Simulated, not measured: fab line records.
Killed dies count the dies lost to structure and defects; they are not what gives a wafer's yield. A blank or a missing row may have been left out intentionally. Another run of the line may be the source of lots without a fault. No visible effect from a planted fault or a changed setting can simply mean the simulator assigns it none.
Matching of chambers / flow n5_finfet / N5_DUMMY_GATE_ETCH_23 on rie_si-02: 4 sister chambers
The step etches poly-Si in HBr/Cl2/O2, target depth 41 nm, time 22.3 s. 4 wafers are shown with their chamber, then 8 later ones without.

## EACH WAFER AND ITS CHAMBER
wafer=L083.1; chamber=2; throttle_valve_pct (%)=36.86
wafer=L084.6; chamber=3; throttle_valve_pct (%)=37.64
wafer=L085.1; chamber=1; throttle_valve_pct (%)=37.29
wafer=L086.3; chamber=0; throttle_valve_pct (%)=37.10

## WAFERS WHOSE CHAMBER IS MISSING
wafer=L086.4; throttle_valve_pct (%)=37.64
wafer=L086.5; throttle_valve_pct (%)=36.85
wafer=L088.1; throttle_valve_pct (%)=36.87
wafer=L088.3; throttle_valve_pct (%)=37.09
wafer=L088.6; throttle_valve_pct (%)=37.63
wafer=L092.4; throttle_valve_pct (%)=37.28
wafer=L092.5; throttle_valve_pct (%)=37.62
wafer=L092.6; throttle_valve_pct (%)=36.86

## THE CHAMBER EACH PASSED THROUGH
wafer=L086.4; from the rows above=3; in truth=3
wafer=L086.5; from the rows above=2; in truth=2
wafer=L088.1; from the rows above=2; in truth=2
wafer=L088.3; from the rows above=0; in truth=0
wafer=L088.6; from the rows above=3; in truth=3
wafer=L092.4; from the rows above=1; in truth=1
wafer=L092.5; from the rows above=3; in truth=3
wafer=L092.6; from the rows above=2; in truth=2
Correctly placed: 8 of 8. Number that these rows cannot place: 0. Number placed wrongly: 0.
How it was worked out, from the rows above alone: a wafer's distance from a chamber is the root of the sum, over the readings, of the square of ((its reading less the chamber's mean) divided by the reading's scatter). The wafer belongs to the nearest chamber; if the next one is less than 2 further off, it can't be placed. Each chamber's mean is taken over the wafers shown for it. The scatter (one wafer shown for each chamber): square how far every hidden wafer sits from the nearest shown wafer, average those squares and take the square root.
